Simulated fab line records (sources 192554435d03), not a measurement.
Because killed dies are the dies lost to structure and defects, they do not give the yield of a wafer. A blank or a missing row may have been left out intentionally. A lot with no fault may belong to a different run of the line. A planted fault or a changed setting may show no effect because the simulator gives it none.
Chamber matching / flow n5Finfet / 3 sister chambers for N5_BEOL_M1_PECVD_72 on pecvd-03
The step deposits SiO2 from TEOS/O2, target thk 16 nm, time 18 s. 6 wafers are shown with their chamber, then 9 later ones without.

EACH WAFER AND ITS CHAMBER
wafer=L080.3; chamber=0; showerheadPlenumPTorr (Torr)=8.84; throttleValvePct (%)=23.6
wafer=L080.4; chamber=0; showerheadPlenumPTorr (Torr)=8.85; throttleValvePct (%)=23.5
wafer=L088.5; chamber=2; showerheadPlenumPTorr (Torr)=8.77; throttleValvePct (%)=22.9
wafer=L095.2; chamber=1; showerheadPlenumPTorr (Torr)=8.76; throttleValvePct (%)=23.3
wafer=L095.5; chamber=1; showerheadPlenumPTorr (Torr)=8.79; throttleValvePct (%)=23.4
wafer=L095.6; chamber=2; showerheadPlenumPTorr (Torr)=8.75; throttleValvePct (%)=22.9

WAFERS WITHOUT THEIR CHAMBER
wafer=L091.1; showerheadPlenumPTorr (Torr)=8.74; throttleValvePct (%)=23.1
wafer=L091.2; showerheadPlenumPTorr (Torr)=8.77; throttleValvePct (%)=23.4
wafer=L091.3; showerheadPlenumPTorr (Torr)=8.84; throttleValvePct (%)=23.4
wafer=L092.2; showerheadPlenumPTorr (Torr)=8.75; throttleValvePct (%)=23.4
wafer=L092.4; showerheadPlenumPTorr (Torr)=8.74; throttleValvePct (%)=23.4
wafer=L092.6; showerheadPlenumPTorr (Torr)=8.84; throttleValvePct (%)=23.7
wafer=L097.1; showerheadPlenumPTorr (Torr)=8.77; throttleValvePct (%)=23.3
wafer=L097.3; showerheadPlenumPTorr (Torr)=8.85; throttleValvePct (%)=23.5
wafer=L097.6; showerheadPlenumPTorr (Torr)=8.86; throttleValvePct (%)=23.6

WHICH CHAMBER EACH WENT THROUGH
wafer=L091.1; from the rows above=can't be placed: 2 or 1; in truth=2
wafer=L091.2; from the rows above=1; in truth=1
wafer=L091.3; from the rows above=can't be placed: 0 or 1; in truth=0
wafer=L092.2; from the rows above=1; in truth=1
wafer=L092.4; from the rows above=1; in truth=1
wafer=L092.6; from the rows above=0; in truth=0
wafer=L097.1; from the rows above=1; in truth=1
wafer=L097.3; from the rows above=0; in truth=0
wafer=L097.6; from the rows above=0; in truth=0
Correctly placed: 7 of 9. Cannot be placed on the basis of these rows: 2; the candidates contain the true chamber in 2. Placed wrongly: 0.
How it was worked out, from the rows above alone: a wafer's distance from a chamber is the root of the sum, over the readings, of the square of ((its reading less the chamber's mean) divided by the reading's scatter). If the next closest chamber is less than 2 further off than the closest, the wafer can't be placed; otherwise it belongs to the closest. A chamber's mean is the mean of its shown wafers. How the scatter is found: for the shown wafers, subtract from each reading the mean of its chamber, square and add these, divide the total by (wafers less chambers), then take the root.
